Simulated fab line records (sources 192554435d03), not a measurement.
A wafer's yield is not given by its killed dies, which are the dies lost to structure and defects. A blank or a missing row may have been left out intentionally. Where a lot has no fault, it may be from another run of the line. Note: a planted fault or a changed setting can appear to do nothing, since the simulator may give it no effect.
Split-lot experiment || flow n5 finfet || 21 wafers read from 7 lots, route of 1938 steps

## ON THE SPLIT
At N5_WELL_APT_PEB_23 (peb time 90 s), the setting peb temp c was moved away from the recipe's 130 C on 9 of the 21 wafers read, by -2.5% to +1.6%. The other wafers ran this setting at the recipe's value.

## FROM THE SPLIT TO THE READING: what the file shows between them, 2 steps
- N5_WELL_APT_DEVELOP_24: develop time 45 s
- N5_WELL_APT_HARDBAKE_29: time 120 s

## THE READING
cd nm (nm) at N5_WELL_APT_CD_MEAS_25, where the cd target is 200 nm. Typical for fault-free wafers on this fab line: 199.9 nm, with standard deviation 1.4 nm.

{"wafer": "L074.1", "tool, chamber at the split": "litho track-04, 0", "peb temp c as run, C": 130, "against the recipe": "recipe", "cd nm, nm": 199.1, "against lot-mates on the recipe": "-"}
{"wafer": "L074.4", "tool, chamber at the split": "litho track-04, 0", "peb temp c as run, C": 132.1, "against the recipe": "+1.6%", "cd nm, nm": 209.5, "against lot-mates on the recipe": "+9.7"}
{"wafer": "L074.5", "tool, chamber at the split": "litho track-04, 0", "peb temp c as run, C": 130, "against the recipe": "recipe", "cd nm, nm": 200.6, "against lot-mates on the recipe": "-"}
{"wafer": "L080.2", "tool, chamber at the split": "litho track-04, 0", "peb temp c as run, C": 128.9, "against the recipe": "-0.8%", "cd nm, nm": 192.9, "against lot-mates on the recipe": "no lot-mate on the recipe"}
{"wafer": "L080.4", "tool, chamber at the split": "litho track-04, 0", "peb temp c as run, C": 128.9, "against the recipe": "-0.8%", "cd nm, nm": 194.7, "against lot-mates on the recipe": "no lot-mate on the recipe"}
{"wafer": "L080.5", "tool, chamber at the split": "litho track-04, 0", "peb temp c as run, C": 128.9, "against the recipe": "-0.8%", "cd nm, nm": 195.2, "against lot-mates on the recipe": "no lot-mate on the recipe"}
{"wafer": "L081.2", "tool, chamber at the split": "litho track-04, 0", "peb temp c as run, C": 130, "against the recipe": "recipe", "cd nm, nm": 198.7, "against lot-mates on the recipe": "-"}
{"wafer": "L081.5", "tool, chamber at the split": "litho track-04, 0", "peb temp c as run, C": 131.3, "against the recipe": "+1.0%", "cd nm, nm": 204.5, "against lot-mates on the recipe": "+5.8"}
{"wafer": "L081.6", "tool, chamber at the split": "litho track-04, 0", "peb temp c as run, C": 131.3, "against the recipe": "+1.0%", "cd nm, nm": 205.4, "against lot-mates on the recipe": "+6.7"}
{"wafer": "L085.3", "tool, chamber at the split": "litho track-02, 0", "peb temp c as run, C": 130, "against the recipe": "recipe", "cd nm, nm": 200.7, "against lot-mates on the recipe": "-"}
{"wafer": "L085.4", "tool, chamber at the split": "litho track-02, 0", "peb temp c as run, C": 128.4, "against the recipe": "-1.2%", "cd nm, nm": 190.0, "against lot-mates on the recipe": -10.7}
{"wafer": "L085.6", "tool, chamber at the split": "litho track-02, 0", "peb temp c as run, C": 128.4, "against the recipe": "-1.2%", "cd nm, nm": 190.1, "against lot-mates on the recipe": -10.6}
{"wafer": "L087.1", "tool, chamber at the split": "litho track-04, 0", "peb temp c as run, C": 130, "against the recipe": "recipe", "cd nm, nm": 199.8, "against lot-mates on the recipe": "-"}
{"wafer": "L087.2", "tool, chamber at the split": "litho track-04, 0", "peb temp c as run, C": 130, "against the recipe": "recipe", "cd nm, nm": 199.7, "against lot-mates on the recipe": "-"}
{"wafer": "L087.4", "tool, chamber at the split": "litho track-04, 0", "peb temp c as run, C": 130, "against the recipe": "recipe", "cd nm, nm": 201.2, "against lot-mates on the recipe": "-"}
{"wafer": "L091.1", "tool, chamber at the split": "litho track-03, 0", "peb temp c as run, C": 130, "against the recipe": "recipe", "cd nm, nm": 199.4, "against lot-mates on the recipe": "-"}
{"wafer": "L091.2", "tool, chamber at the split": "litho track-03, 0", "peb temp c as run, C": 130, "against the recipe": "recipe", "cd nm, nm": 200.4, "against lot-mates on the recipe": "-"}
{"wafer": "L091.6", "tool, chamber at the split": "litho track-03, 0", "peb temp c as run, C": 130, "against the recipe": "recipe", "cd nm, nm": 198.5, "against lot-mates on the recipe": "-"}
{"wafer": "L095.2", "tool, chamber at the split": "litho track-04, 0", "peb temp c as run, C": 126.8, "against the recipe": "-2.5%", "cd nm, nm": 180.9, "against lot-mates on the recipe": -18.1}
{"wafer": "L095.3", "tool, chamber at the split": "litho track-04, 0", "peb temp c as run, C": 130, "against the recipe": "recipe", "cd nm, nm": 198.9, "against lot-mates on the recipe": "-"}
{"wafer": "L095.6", "tool, chamber at the split": "litho track-04, 0", "peb temp c as run, C": 130, "against the recipe": "recipe", "cd nm, nm": 199.1, "against lot-mates on the recipe": "-"}

FIT RESULTS
A straight line over all 21 wafers: cd nm changes by +6.86 nm for each +1% of peb temp c; r = +0.98; the points scatter about the line by 1.1 nm.
The same after taking each lot's own level away (the mean of its wafers on the recipe; 18 wafers): +7.18 nm for each +1%; r = +0.99; scatter 0.92 nm.
Per that fit: largest peb temp c move, reading shift of 18 nm.
Measured against the standard deviation above, the lots' own levels, which go from 198.70 to 200.70 nm, span 1.4 times it.
The two slopes are in agreement: the lot-to-lot level therefore moves the slope only a little.
Check: for one of the wafers moved furthest among these (-2.5%), held out of the fit, the line's prediction against its lot-mates is -18.1 nm. It came out at -18.1 nm against them.

## FURTHER SPLITS ON THESE WAFERS
Other splits were also applied to these wafers ahead of the reading. Each is held against what the fit with the lots' levels taken away leaves over:
{"other split on the same wafers": "N5_ZERO_LAYER_EXPOSE_08 dose mj", "wafers away from the commonest value": 7, "r with cd nm (lot level and that fit taken away)": -0.15}
{"other split on the same wafers": "N5_ZERO_LAYER_DEVELOP_10 develop time s", "wafers away from the commonest value": 9, "r with cd nm (lot level and that fit taken away)": "+0.26"}

## THE WHOLE CHAIN: every reading that the file lists as answering this split, in the file's order
{"step": "N5_WELL_APT_CD_MEAS_25", "what it does": "target cd 200 nm", "reading": "cd nm", "change (the file's fit)": "+7.1 nm for each +1% of the setting", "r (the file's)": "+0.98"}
{"step": "N5_WELL_APT_DESCUM_30", "what it does": "chemistry O2, time 7.9 s", "reading": "WELL_APT.cd nm (the simulator's own value, which no gauge read)", "change (the file's fit)": "+7.15 nm for each +1% of the setting", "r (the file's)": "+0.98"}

## THE FILE'S OWN FIT
cd nm changes by +7.1 nm for each +1% of peb temp c, r = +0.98.
